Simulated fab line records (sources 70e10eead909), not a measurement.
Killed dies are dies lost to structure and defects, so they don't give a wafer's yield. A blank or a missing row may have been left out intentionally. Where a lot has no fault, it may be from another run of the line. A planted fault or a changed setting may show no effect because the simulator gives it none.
fab line records | flow nandHarc | part 2 of 2: steps 25 to 29 of 29
record: lots: 5 wafers: 15 lastDay: 32
route steps=1302 shown A_ONON_D2@562 A_CHANNEL_HOLE_D2@570
lots that met no fault: taken from a fault-free run of the same line
startH: start of the lot's first displayed wafer, in hours after the record's first day | waitH: time in hours since the lot's previous step | " same as the row above | L1.1+2: one row covering several wafers at once | - value missing, or start not given | * or withheld: withheld | < > ~ a bound
route shown NAME@n: names a module that has steps shown in the file, with the first one's number in the route | usual: mean/standard deviation of fault-free wafers | same: alike in all rows | chamber/n: place in a boat | sites: readings site by site | _std_site: their standard deviation | _edge_site: outer sites' mean less inner sites' | radiusMm: for every site, how far away it sits from the centre of the wafer | mask NAME#n: copy n | behind: the last tool/chamber to shape the wafer | hold: the reason the lot was held/the length of the hold in hours/how it ended | device: whichever transistor did not switch (one of n, p or np) | end of line: at the end of the route, the tests of the same wafers | step lacking rows: just its recipe | killed: count of dies lost to structure and defects at first sort (not the wafer's yield) | map: a wafer's dies, marking killed ones x, the rest . and places with no die _
set.NAME: the run value of the setting; set.NAME@STEP: its run value at that earlier step | model.NAME: the simulator's own value behind a step, which no gauge read
lots seen at some steps along the route; tables by step, rows by wafer
services: when a tool's chamber went out of use (startH, in hours from the record's first day, below 0 if earlier), for how many hours, and the reason
== steps ==
step: NHARC_A_CHANNEL_HOLE_D2_ETCH_39
recipe: targetDepthA: 2600 overEtchFrac: 0.3 timeS: 325 ionEnergyEv: 200 n2FlowSccm: 150 h2FlowSccm: 150 arFlowSccm: 0 rfW: 400 biasW: 150 chemistry: N2/H2
usual: biasW: 150.0/0.45 drypumpMotorCurrentA: 5.8/0.37 n2FlowSccm: 150.0/0.51 oesProductAu: 0.998/0.0092 rfVppV: 431.7/2.3 showerheadPlenumPTorr: 2.08/0.079 throttleValvePct: 14.170/0.009
same: overEtchFrac: 0.3
columns lot.wafer tool chamber startH waitH biasW drypumpMotorCurrentA n2FlowSccm oesProductAu rfHoursCounterH rfVppV showerheadPlenumPTorr throttleValvePct
L074.2 rieDiel-04 0 - - 150.6 6.0 149.4 0.988 4.1 434.2 2.10 14.172
L074.4 " 3 " " 149.8 5.3 149.8 0.987 3.7 434.3 2.17 14.165
L074.6 " 0 " " 150.8 6.0 150.1 0.995 - 433.0 2.10 14.164
L091.1 rieDiel-07 3 - - 149.7 6.2 150.0 1.001 7.9 428.1 1.94 14.157
L091.3 " 0 " " 150.6 6.0 150.0 0.997 8.9 430.7 2.06 14.167
L091.6 " 3 " " 149.5 6.2 150.1 0.999 - 429.0 1.94 14.175
L092.4 rieDiel-04 3 - - 149.9 5.3 149.9 1.002 4.8 433.7 2.17 14.173
L092.6 " 3 " " 149.9 5.3 150.7 0.998 - 434.5 2.17 14.169
L092.5 " 0 " " 150.3 6.0 150.3 1.007 - 432.9 2.09 14.150
L094.1 rieDiel-07 3 - - 150.4 6.2 150.4 1.001 0.8 427.8 1.94 14.158
L094.3 " 0 " " 149.1 6.0 150.0 0.991 1.0 430.2 2.06 14.175
L094.4 " 1 " " 149.7 5.9 150.0 0.995 1.4 435.7 2.20 14.186
L096.2 rieDiel-04 3 - - 149.4 5.3 151.0 1.008 6.2 432.7 2.16 14.171
L096.5 " 1 " " 150.6 5.5 150.8 0.999 - 432.1 2.10 14.167
L096.6 " 2 " " 150.0 6.4 150.3 1.017 - 431.1 2.03 14.162
step: NHARC_A_CHANNEL_HOLE_D2_ETCH_34
recipe: targetDepthA: 1540 timeS: 77 cf4FlowSccm: 100 chf3FlowSccm: 30 arFlowSccm: 0 rfW: 500 biasW: 200 chemistry: CF4/CHF3
usual: biasW: 200.0/0.63 drypumpMotorCurrentA: 5.8/0.38 oesProductAu: 0.962/0.018 rfVppV: 371.8/2 showerheadPlenumPTorr: 1.60/0.057 throttleValvePct: 16.803/0.0092
columns lot.wafer tool chamber startH waitH biasW drypumpMotorCurrentA oesProductAu rfHoursCounterH rfVppV showerheadPlenumPTorr throttleValvePct
L074.4 rieDiel-04 1 - - 199.6 5.5 0.956 4.1 372.0 1.62 16.799
L074.2 " 3 " " 199.7 5.3 0.950 3.7 374.1 1.67 16.797
L074.6 " 0 " " 200.0 6.0 0.963 - 372.3 1.62 16.805
L091.3 rieDiel-07 1 - - 200.1 5.9 0.960 8.9 374.5 1.68 16.787
L091.1 " 2 " " 199.8 5.5 0.954 7.9 374.4 1.68 16.788
L091.6 " 1 " " 199.7 5.9 0.959 - 373.6 1.68 16.827
L092.4 rieDiel-04 3 - - 200.3 5.3 0.960 5.0 374.0 1.66 16.809
L092.5 " 1 " " 199.7 5.5 0.982 - 372.2 1.62 16.803
L092.6 " 2 " " 200.2 6.3 0.983 - 371.7 1.57 16.792
L094.1 rieDiel-07 1 - - 199.9 5.9 0.974 1.4 374.7 1.68 16.786
L094.4 " 2 " " 201.3 5.5 0.970 1.2 373.7 1.68 16.791
L094.3 " 0 " " 199.7 6.0 0.955 1.1 371.2 1.59 16.807
L096.2 rieDiel-04 3 - - 200.0 5.3 0.964 6.4 374.1 1.66 16.807
L096.5 " 2 " " 200.6 6.4 0.968 - 370.2 1.57 16.792
L096.6 " 1 " " 200.6 5.5 0.957 - 372.4 1.61 16.811
step: NHARC_A_CHANNEL_HOLE_D2_ETCH_16
recipe: targetDepthA: 31000 overEtchFrac: 0.3 timeS: 806 ionEnergyEv: 150 o2FlowSccm: 400 cosFlowSccm: 20 arFlowSccm: 0 rfW: 500 biasW: 300 chemistry: O2/COS
usual: biasW: 300.0/0.91 drypumpMotorCurrentA: 5.8/0.36 oesProductAu: 1.000/0.0094 rfVppV: 315.1/1.8 showerheadPlenumPTorr: 3.19/0.11 throttleValvePct: 28.329/0.0098
same: overEtchFrac: 0.3
columns lot.wafer tool chamber startH waitH biasW drypumpMotorCurrentA oesProductAu rfHoursCounterH rfVppV showerheadPlenumPTorr throttleValvePct
L074.2 rieDiel-04 0 - - 301.3 6.0 0.990 4.4 317.4 3.20 28.341
L074.4 " 2 " " 298.2 6.3 0.985 3.7 314.3 3.12 28.317
L074.6 " 0 " " 299.9 6.0 0.986 - 315.3 3.20 28.330
L091.3 rieDiel-07 1 - - 300.7 6.0 1.000 9.0 316.7 3.34 28.329
L091.1 " 3 " " 301.1 6.2 1.016 8.1 313.6 2.99 28.321
L091.6 " 2 " " 300.3 5.5 0.988 - 317.0 3.32 28.332
L092.4 rieDiel-04 2 - - 300.2 6.3 1.002 4.6 315.2 3.11 28.331
L092.6 " 3 " " 299.7 5.3 0.987 - 315.0 3.30 28.342
L092.5 " 0 " " 301.0 6.0 0.994 - 316.0 3.20 28.329
L094.4 rieDiel-07 0 - - 300.1 6.0 0.996 1.3 314.5 3.15 28.304
L094.1 " 2 " " 300.1 5.5 1.009 1.4 317.0 3.32 28.338
L094.3 " 3 " " 300.6 6.2 1.003 1.1 311.1 2.99 28.322
L096.2 rieDiel-04 1 - - 299.9 5.5 1.005 6.1 314.9 3.20 28.345
L096.5 " 3 " " 301.1 5.3 0.997 - 317.5 3.30 28.337
L096.6 " 2 " " 299.8 6.3 1.010 - 314.6 3.11 28.317
step: NHARC_A_CHANNEL_HOLE_D2_CD_MEAS_18
usual: cdNm: 99.5/1.9
columns lot.wafer tool chamber startH waitH cdNm
L074.2 cdSem-03 - 294.09 - 99.9
L074.4 " - " " 99.9
L074.6 " - " " 100.1
L091.1 cdSem-03 - 462.58 - 97.0
L091.3 " - " " 99.7
L091.6 " - " " 100.1
L092.4 cdSem-01 - 468.34 - 102.9
L092.5 " - " " 99.5
L092.6 " - " " 102.3
L094.1 cdSem-03 - 494.00 - 103.4
L094.3 " - " " 99.0
L094.4 " - " " 102.1
L096.2 cdSem-03 - 507.64 - 101.7
L096.5 " - " " 98.5
L096.6 " - " " 98.8
step: NHARC_A_CHANNEL_HOLE_D2_ETCH_19
recipe: biasV: 1200 sourceW: 2500 pressureMtorr: 15 timeS: 34.5 arFlowSccm: 375 c4f8FlowSccm: 28.8 o2FlowSccm: 96.2 tempC: -20 targetDepthA: * chemistry: C4F8/O2/Ar
usual: drypumpMotorCurrentA: 5.6/0.49 showerheadPlenumPTorr: 3.67/0.11 throttleValvePct: 37.037/0.0099
columns lot.wafer tool chamber startH waitH drypumpMotorCurrentA rfHoursCounterH showerheadPlenumPTorr throttleValvePct
L074.2 harEtch-02 0 298.41 4.3 5.8 362 3.77 37.025
L074.4 " 0 " " 5.8 - 3.77 37.062
L074.6 " 0 " " 5.8 - 3.77 37.032
L091.1 harEtch-02 0 464.95 2.4 5.8 42 3.72 37.041
L091.3 " 1 " " 5.1 - 3.73 37.039
L091.6 " 0 " " 5.7 - 3.72 37.043
L092.4 harEtch-01 1 470.68 2.3 5.3 - 3.47 37.054
L092.6 " 0 " " 6.4 - 3.68 37.040
L092.5 " 1 " " 5.3 - 3.47 37.048
L094.1 harEtch-01 1 494.08 0.1 5.3 275 3.47 37.036
L094.3 " 1 " " 5.3 - 3.47 37.040
L094.4 " 0 " " 6.4 - 3.67 37.026
L096.2 harEtch-01 1 509.56 1.9 5.3 287 3.46 37.029
L096.6 " 1 " " 5.3 - 3.46 37.048
L096.5 " 0 " " 6.4 - 3.67 37.032
== services ==
columns tool chamber startH hours kind
pecvd-02 2 262.71 12.6 repair
pecvdOnon-01 - 269.00 13.0 pm
pecvd-04 - 269.12 13.0 pm
rieDiel-04 - 270.35 0.4 repair
arfiScanner-03 - 278.60 1.9 repair
arfiScanner-03 - 280.92 0.4 repair
arfiScanner-03 - 285.31 1.7 repair
rieDiel-07 - 294.20 9.0 pm
pecvd-04 - 298.80 0.3 repair
pecvdOnon-04 - 311.28 13.0 pm
lithoTrack-01 - 330.00 7.0 pm
rieDiel-07 3 334.62 1.2 repair
arfiScanner-03 - 341.55 0.4 repair
pecvd-02 - 343.00 5.2 repair
lithoTrack-06 - 354.00 7.0 pm
rieDiel-04 - 354.90 9.0 pm
pecvdOnon-02 - 366.18 13.0 pm
arfiScanner-03 - 368.00 4.0 pm
lithoTrack-04 - 378.00 7.0 pm
rieDiel-07 1 446.97 3.8 repair
rieDiel-07 - 471.20 9.0 pm
pecvdOnon-04 - 492.28 13.0 pm
rieDiel-04 0 500.63 14.8 repair
lithoTrack-01 - 505.00 7.0 pm
